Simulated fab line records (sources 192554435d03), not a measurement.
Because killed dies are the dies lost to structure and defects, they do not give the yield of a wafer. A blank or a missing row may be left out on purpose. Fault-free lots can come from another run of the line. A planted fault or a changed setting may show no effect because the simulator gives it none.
Lot-split experiment || flow n5_finfet || 21 wafers read across 7 lots, on a route 1938 steps long

ABOUT THE SPLIT
At N5_BEOL_M0_SAQP_PECVD_03 (deposits SiCN from 3MS/NH3, target thk 12 nm, time 21.1 s), the setting time_s was moved away from the recipe's 21.1 s on 3 of the 21 wafers read, by -9.6% to +6.1%. All remaining wafers had this setting at the recipe value.

The split's own step is where the reading is taken.

THE READING
SiCN_of_BEOL_M0_SAQP_PECVD_03.thk_nm (the simulator's own value, which no gauge read), in nm, at N5_BEOL_M0_SAQP_PECVD_03 (deposits SiCN from 3MS/NH3, target thk 12 nm, time 21.1 s). There is no usual value for it anywhere in the file. Across the 18 wafers here that went through the recipe, the average is 11.9 nm and the standard deviation 0.22 nm.

{"wafer": "L074.1", "tool, chamber at the split": "pecvd-02, 1", "time_s as run, s": 21.1, "against the recipe": "recipe", "SiCN_of_BEOL_M0_SAQP_PECVD_03.thk_nm, nm": 11.6, "against lot-mates on the recipe": "-"}
{"wafer": "L074.4", "tool, chamber at the split": "pecvd-02, 1", "time_s as run, s": 21.1, "against the recipe": "recipe", "SiCN_of_BEOL_M0_SAQP_PECVD_03.thk_nm, nm": 11.8, "against lot-mates on the recipe": "-"}
{"wafer": "L074.5", "tool, chamber at the split": "pecvd-02, 2", "time_s as run, s": 22.39, "against the recipe": "+6.1%", "SiCN_of_BEOL_M0_SAQP_PECVD_03.thk_nm, nm": 12.4, "against lot-mates on the recipe": "+0.7"}
{"wafer": "L077.1", "tool, chamber at the split": "pecvd-03, 2", "time_s as run, s": 19.33, "against the recipe": "-8.4%", "SiCN_of_BEOL_M0_SAQP_PECVD_03.thk_nm, nm": 11.2, "against lot-mates on the recipe": -1.0}
{"wafer": "L077.3", "tool, chamber at the split": "pecvd-03, 1,0", "time_s as run, s": 21.1, "against the recipe": "recipe", "SiCN_of_BEOL_M0_SAQP_PECVD_03.thk_nm, nm": 12.2, "against lot-mates on the recipe": "-"}
{"wafer": "L077.6", "tool, chamber at the split": "pecvd-03, 1,0", "time_s as run, s": 21.1, "against the recipe": "recipe", "SiCN_of_BEOL_M0_SAQP_PECVD_03.thk_nm, nm": 12.2, "against lot-mates on the recipe": "-"}
{"wafer": "L076.1", "tool, chamber at the split": "pecvd-04, 0,2,1", "time_s as run, s": 21.1, "against the recipe": "recipe", "SiCN_of_BEOL_M0_SAQP_PECVD_03.thk_nm, nm": 12, "against lot-mates on the recipe": "-"}
{"wafer": "L076.2", "tool, chamber at the split": "pecvd-04, 0,2,1", "time_s as run, s": 21.1, "against the recipe": "recipe", "SiCN_of_BEOL_M0_SAQP_PECVD_03.thk_nm, nm": 12, "against lot-mates on the recipe": "-"}
{"wafer": "L076.3", "tool, chamber at the split": "pecvd-04, 0,2,1", "time_s as run, s": 21.1, "against the recipe": "recipe", "SiCN_of_BEOL_M0_SAQP_PECVD_03.thk_nm, nm": 12, "against lot-mates on the recipe": "-"}
{"wafer": "L078.2", "tool, chamber at the split": "pecvd-04, 0", "time_s as run, s": 21.1, "against the recipe": "recipe", "SiCN_of_BEOL_M0_SAQP_PECVD_03.thk_nm, nm": 11.8, "against lot-mates on the recipe": "-"}
{"wafer": "L078.6", "tool, chamber at the split": "pecvd-04, 0", "time_s as run, s": 21.1, "against the recipe": "recipe", "SiCN_of_BEOL_M0_SAQP_PECVD_03.thk_nm, nm": 11.8, "against lot-mates on the recipe": "-"}
{"wafer": "L078.3", "tool, chamber at the split": "pecvd-04, 2", "time_s as run, s": 21.1, "against the recipe": "recipe", "SiCN_of_BEOL_M0_SAQP_PECVD_03.thk_nm, nm": 12, "against lot-mates on the recipe": "-"}
{"wafer": "L081.1", "tool, chamber at the split": "pecvd-02, 1", "time_s as run, s": 21.1, "against the recipe": "recipe", "SiCN_of_BEOL_M0_SAQP_PECVD_03.thk_nm, nm": 11.8, "against lot-mates on the recipe": "-"}
{"wafer": "L081.3", "tool, chamber at the split": "pecvd-02, 0", "time_s as run, s": 21.1, "against the recipe": "recipe", "SiCN_of_BEOL_M0_SAQP_PECVD_03.thk_nm, nm": 11.6, "against lot-mates on the recipe": "-"}
{"wafer": "L081.4", "tool, chamber at the split": "pecvd-02, 2", "time_s as run, s": 21.1, "against the recipe": "recipe", "SiCN_of_BEOL_M0_SAQP_PECVD_03.thk_nm, nm": 12, "against lot-mates on the recipe": "-"}
{"wafer": "L085.1", "tool, chamber at the split": "pecvd-02, 0", "time_s as run, s": 21.1, "against the recipe": "recipe", "SiCN_of_BEOL_M0_SAQP_PECVD_03.thk_nm, nm": 12, "against lot-mates on the recipe": "-"}
{"wafer": "L085.4", "tool, chamber at the split": "pecvd-02, 1", "time_s as run, s": 21.1, "against the recipe": "recipe", "SiCN_of_BEOL_M0_SAQP_PECVD_03.thk_nm, nm": 12.2, "against lot-mates on the recipe": "-"}
{"wafer": "L085.5", "tool, chamber at the split": "pecvd-02, 0", "time_s as run, s": 21.1, "against the recipe": "recipe", "SiCN_of_BEOL_M0_SAQP_PECVD_03.thk_nm, nm": 12.4, "against lot-mates on the recipe": "-"}
{"wafer": "L088.1", "tool, chamber at the split": "pecvd-02, 2", "time_s as run, s": 21.1, "against the recipe": "recipe", "SiCN_of_BEOL_M0_SAQP_PECVD_03.thk_nm, nm": 11.6, "against lot-mates on the recipe": "-"}
{"wafer": "L088.2", "tool, chamber at the split": "pecvd-02, 1", "time_s as run, s": 19.08, "against the recipe": "-9.6%", "SiCN_of_BEOL_M0_SAQP_PECVD_03.thk_nm, nm": 10.4, "against lot-mates on the recipe": -1.3}
{"wafer": "L088.3", "tool, chamber at the split": "pecvd-02, 0", "time_s as run, s": 21.1, "against the recipe": "recipe", "SiCN_of_BEOL_M0_SAQP_PECVD_03.thk_nm, nm": 11.8, "against lot-mates on the recipe": "-"}
Where a row lists several chambers, the file gives one row for several wafers and doesn't say which wafer went through which chamber.

THE FIT
A straight line over all 21 wafers: SiCN_of_BEOL_M0_SAQP_PECVD_03.thk_nm changes by +0.118 nm for each +1% of time_s; r = +0.83; the points scatter about the line by 0.25 nm.
The same after taking each lot's own level away (the mean of its wafers on the recipe; 21 wafers): +0.126 nm for each +1%; r = +0.96; scatter 0.11 nm.
On that fit, the largest move of time_s shifts the reading by 1.2 nm.
Measured against the standard deviation above, the lots' own levels, which go from 11.70 to 12.20 nm, span 2.3 times it.
The two slopes agree, so the slope changes little with the lot-to-lot level.
Check: for one of the wafers moved furthest among these (-9.6%), held out of the fit, the line's prediction against its lot-mates is -1.13 nm. Against them it came out at -1.3 nm.

FURTHER SPLITS ON THESE WAFERS
Before the reading, these wafers also passed through other splits. Each is held against what the fit with the lots' levels taken away leaves over:
{"other split on the same wafers": "N5_FIN_CUT_ETCH_21 time_s", "wafers away from the commonest value": 3, "r with SiCN_of_BEOL_M0_SAQP_PECVD_03.thk_nm (lot level and that fit taken away)": -0.30}
{"other split on the same wafers": "N5_DUMMY_GATE_COAT_28 spin_rpm", "wafers away from the commonest value": 6, "r with SiCN_of_BEOL_M0_SAQP_PECVD_03.thk_nm (lot level and that fit taken away)": -0.25}
{"other split on the same wafers": "N5_SD_EPI_N_ETCH_45 target_depth_a", "wafers away from the commonest value": 8, "r with SiCN_of_BEOL_M0_SAQP_PECVD_03.thk_nm (lot level and that fit taken away)": "+0.21"}
{"other split on the same wafers": "N5_SDB_HM_DEP_00 time_s", "wafers away from the commonest value": 5, "r with SiCN_of_BEOL_M0_SAQP_PECVD_03.thk_nm (lot level and that fit taken away)": -0.31}
{"other split on the same wafers": "N5_HKMG_FIN_COAT_29 spin_rpm", "wafers away from the commonest value": 4, "r with SiCN_of_BEOL_M0_SAQP_PECVD_03.thk_nm (lot level and that fit taken away)": "+0.02"}
{"other split on the same wafers": "N5_HKMG_FIN_EXPOSE_09 dose_mj", "wafers away from the commonest value": 5, "r with SiCN_of_BEOL_M0_SAQP_PECVD_03.thk_nm (lot level and that fit taken away)": -0.26}
{"other split on the same wafers": "N5_HKMG_FIN_PEB_10 peb_time_s", "wafers away from the commonest value": 3, "r with SiCN_of_BEOL_M0_SAQP_PECVD_03.thk_nm (lot level and that fit taken away)": -0.35}
{"other split on the same wafers": "N5_HKMG_FIN_ETCH_32 bias_w", "wafers away from the commonest value": 5, "r with SiCN_of_BEOL_M0_SAQP_PECVD_03.thk_nm (lot level and that fit taken away)": "+0.31"}
{"other split on the same wafers": "N5_MOL_CONTACT_COAG_ETCH_105 bias_w", "wafers away from the commonest value": 8, "r with SiCN_of_BEOL_M0_SAQP_PECVD_03.thk_nm (lot level and that fit taken away)": -0.02}
{"other split on the same wafers": "N5_MOL_CONTACT_COAG_PECVD_31 time_s", "wafers away from the commonest value": 6, "r with SiCN_of_BEOL_M0_SAQP_PECVD_03.thk_nm (lot level and that fit taken away)": -0.37}

THE FILE'S OWN FIT
SiCN_of_BEOL_M0_SAQP_PECVD_03.thk_nm changes by +0.126 nm for each +1% of time_s, r = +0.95.
